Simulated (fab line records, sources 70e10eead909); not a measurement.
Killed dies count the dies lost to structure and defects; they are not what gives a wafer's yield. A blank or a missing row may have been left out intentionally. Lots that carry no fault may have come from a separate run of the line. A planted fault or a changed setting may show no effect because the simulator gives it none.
Matching of chambers || flow nand harc || NHARC_A_STAIRCASE_DEP_259 on pecvd-04 has 3 sister chambers
The step deposits SiON, target thk 30 nm. 3 wafers are shown with their chamber, then 12 later ones without.

## WAFERS WITH THEIR CHAMBER
{"wafer": "L091.1", "chamber": 1, "heater power w (W)": 603}
{"wafer": "L091.2", "chamber": 0, "heater power w (W)": 630}
{"wafer": "L091.3", "chamber": 2, "heater power w (W)": 729}

## WAFERS WITHOUT THEIR CHAMBER
{"wafer": "L094.2", "heater power w (W)": 525}
{"wafer": "L094.4", "heater power w (W)": 818}
{"wafer": "L094.5", "heater power w (W)": 595}
{"wafer": "L095.3", "heater power w (W)": 503}
{"wafer": "L095.4", "heater power w (W)": 761}
{"wafer": "L095.5", "heater power w (W)": 695}
{"wafer": "L093.1", "heater power w (W)": 689}
{"wafer": "L093.3", "heater power w (W)": 582}
{"wafer": "L093.6", "heater power w (W)": 589}
{"wafer": "L097.3", "heater power w (W)": 764}
{"wafer": "L097.4", "heater power w (W)": 736}
{"wafer": "L097.6", "heater power w (W)": 705}

## WHICH CHAMBER EACH ONE RAN IN
{"wafer": "L094.2", "from the rows above": "can't be placed: 1 or 0", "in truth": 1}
{"wafer": "L094.4", "from the rows above": "can't be placed: 2 or 0", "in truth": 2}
{"wafer": "L094.5", "from the rows above": "can't be placed: 1 or 0", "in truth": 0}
{"wafer": "L095.3", "from the rows above": "can't be placed: 1 or 0", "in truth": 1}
{"wafer": "L095.4", "from the rows above": "can't be placed: 2 or 0", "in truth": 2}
{"wafer": "L095.5", "from the rows above": "can't be placed: 2 or 0 or 1", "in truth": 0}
{"wafer": "L093.1", "from the rows above": "can't be placed: 2 or 0 or 1", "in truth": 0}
{"wafer": "L093.3", "from the rows above": "can't be placed: 1 or 0", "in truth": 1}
{"wafer": "L093.6", "from the rows above": "can't be placed: 1 or 0", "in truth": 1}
{"wafer": "L097.3", "from the rows above": "can't be placed: 2 or 0", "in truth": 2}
{"wafer": "L097.4", "from the rows above": "can't be placed: 2 or 0", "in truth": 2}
{"wafer": "L097.6", "from the rows above": "can't be placed: 2 or 0 or 1", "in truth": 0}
Correctly placed: 0 of 12. From these rows, 12 cannot be placed; in 12 the true chamber is one of the candidates. Placed wrongly: 0.
How it was worked out, from the rows above alone: a wafer's distance from a chamber is the root of the sum, over the readings, of the square of ((its reading less the chamber's mean) divided by the reading's scatter). If the next closest chamber is less than 2 further off than the closest, the wafer can't be placed; otherwise it belongs to the closest. For every chamber, the mean is computed from those of its wafers that are shown. The scatter: with one shown wafer a chamber, the root of the mean of the squares of how far each hidden wafer lies from its nearest shown one.
